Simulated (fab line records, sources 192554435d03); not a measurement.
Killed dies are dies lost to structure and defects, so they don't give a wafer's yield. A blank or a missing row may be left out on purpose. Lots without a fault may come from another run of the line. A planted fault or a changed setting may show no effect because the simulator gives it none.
A struck lot beside a sound one | flow n5_finfet | 16 steps out of a route of 1938
Sound: wafers L563.1, L563.3, L563.6. Struck: wafer L566.6. (L566.2 of the same lot was not struck and is left out.) The cause comes at the end.
At each step with rows: each side's tool, then ch and its chambers, then its first start. Under that, the readings that differ: sound wafers | struck wafers | difference of the means | sigmas: that difference in standard deviations of wafers without a fault.
alike: readings whose means differ by less than 2 such deviations, and words and numbers that are the same on both sides. not compared: withheld readings, readings that some wafer has no value for, bounds like >300 that may hide the same value, and numbers for which the record gives no deviation and whose values overlap.
The two part at a step that has a row with sigmas, a row that says differs or no value, or rows on one side only. Numbers that don't overlap but have no deviation are shown without sigmas and don't part them. A reading that every wafer of one side lacks parts them only if that side has two wafers or more.

first, 7 steps without rows for these wafers: N5_BEOL_M0_SAQP_COAT_87 (time 60 s, resist thk 5 nm); N5_BEOL_M0_SAQP_COAT_34 (resist thk 30 nm); N5_BEOL_M0_SAQP_EBR_36; N5_BEOL_M0_SAQP_SOFTBAKE_35 (time 60 s); N5_BEOL_M0_SAQP_EXPOSE_37 (exposes mask M0 CUT1, target cd 30 nm); N5_BEOL_M0_SAQP_PEB_38 (peb time 60 s); N5_BEOL_M0_SAQP_DEVELOP_39 (develop time 30 s).
N5_BEOL_M0_SAQP_CD_MEAS_40: target cd 30 nm.
  sound on cd_sem-02 ch 0, day 6 18:17; struck on cd_sem-01 ch 0, day 7 19:14
  alike: cd_nm
N5_BEOL_M0_SAQP_OVL_MEAS_41:
  sound on overlay-02 ch 0, day 6 18:19; struck on overlay-02 ch 0, day 7 19:16
  alike: M0_CUT1_OVL
N5_BEOL_M0_SAQP_INSPECT_42: inspects for defects (brightfield).
  sound on defect_inspect-02, day 6 18:22; struck on defect_inspect-01, day 7 19:19
  alike: raw_defect_count
N5_BEOL_M0_SAQP_DESCUM_45: chemistry O2, time 7 s.
  sound on rie_diel-01 ch 0,1,3, day 6 18:24; struck on rie_diel-03 ch 2, day 7 19:29
  reading                | sound             | struck | difference | sigmas
  throttle_valve_pct (%) | 20.45 19.98 20.34 | 20.74  | +0.48      | +2
  alike: drypump_motor_current_A, o2_flow_sccm, oes_product_au, rf_vpp_V, showerhead_plenum_p_Torr
  not compared: rf_hours_counter_h
N5_BEOL_M0_SAQP_ETCH_88: etches underlayer in N2/H2, target depth 6.5 nm, time 5.2 s.
  sound on rie_diel-01 ch 0,1,3, day 6 18:26; struck on rie_diel-03 ch 2, day 7 19:32
  alike: drypump_motor_current_A, etch_rf_on_time_s, oes_product_au, rf_vpp_V, showerhead_plenum_p_Torr, throttle_valve_pct
  not compared: rf_hours_counter_h
N5_BEOL_M0_SAQP_ETCH_73: etches SiARC in CF4, target depth 19.5 nm, time 32.5 s.
  sound on rie_diel-01 ch 0,1,3, day 6 18:28; struck on rie_diel-03 ch 2, day 7 19:32
  reading               | sound          | struck | difference | sigmas
  etch_rf_on_time_s (s) | 31.6 31.9 30.7 | 37.6   | +6.2       | +12
  alike: drypump_motor_current_A, oes_product_au, rf_vpp_V, showerhead_plenum_p_Torr, throttle_valve_pct
  not compared: rf_hours_counter_h
N5_BEOL_M0_SAQP_CUT_ETCH_46: etches SOC in N2/H2, target depth 135 nm, overetch 27 nm, time 202.5 s.
  sound on rie_diel-01 ch 0,1,3, day 6 18:29; struck on rie_diel-03 ch 2, day 7 19:35
  alike: drypump_motor_current_A, rf_vpp_V, showerhead_plenum_p_Torr, throttle_valve_pct
  not compared: rf_hours_counter_h
-- the record jumps here: 2 days lie between the struck wafers' starts before and after (it left off in module BEOL_M0_SAQP and takes up again in module BEOL_M4, whose first step shown is number 1111 of the route) --
N5_BEOL_M4_RC_MEAS_101:
  sound on prober-02 ch 0, day 9 02:18; struck on prober-02 ch 0, day 10 06:49
  alike: DIBL_N, DIBL_P, IOFF_N, IOFF_P, ION_N, ION_P, SS_N, SS_P, VT_N, VT_P
-- the record jumps here: 4 days lie between the struck wafers' starts before and after (it left off in module BEOL_M4 and takes up again in module PASSIVATION, whose first step shown is number 1936 of the route) --
N5_PASSIVATION_PROBE_49:
  the record has rows for the struck wafers here (prober-02, day 14 17:54) and none for the sound ones

WHERE THEY PART
First at N5_BEOL_M0_SAQP_DESCUM_45; last, within this record, at N5_PASSIVATION_PROBE_49.

WHY: what the simulator had put in
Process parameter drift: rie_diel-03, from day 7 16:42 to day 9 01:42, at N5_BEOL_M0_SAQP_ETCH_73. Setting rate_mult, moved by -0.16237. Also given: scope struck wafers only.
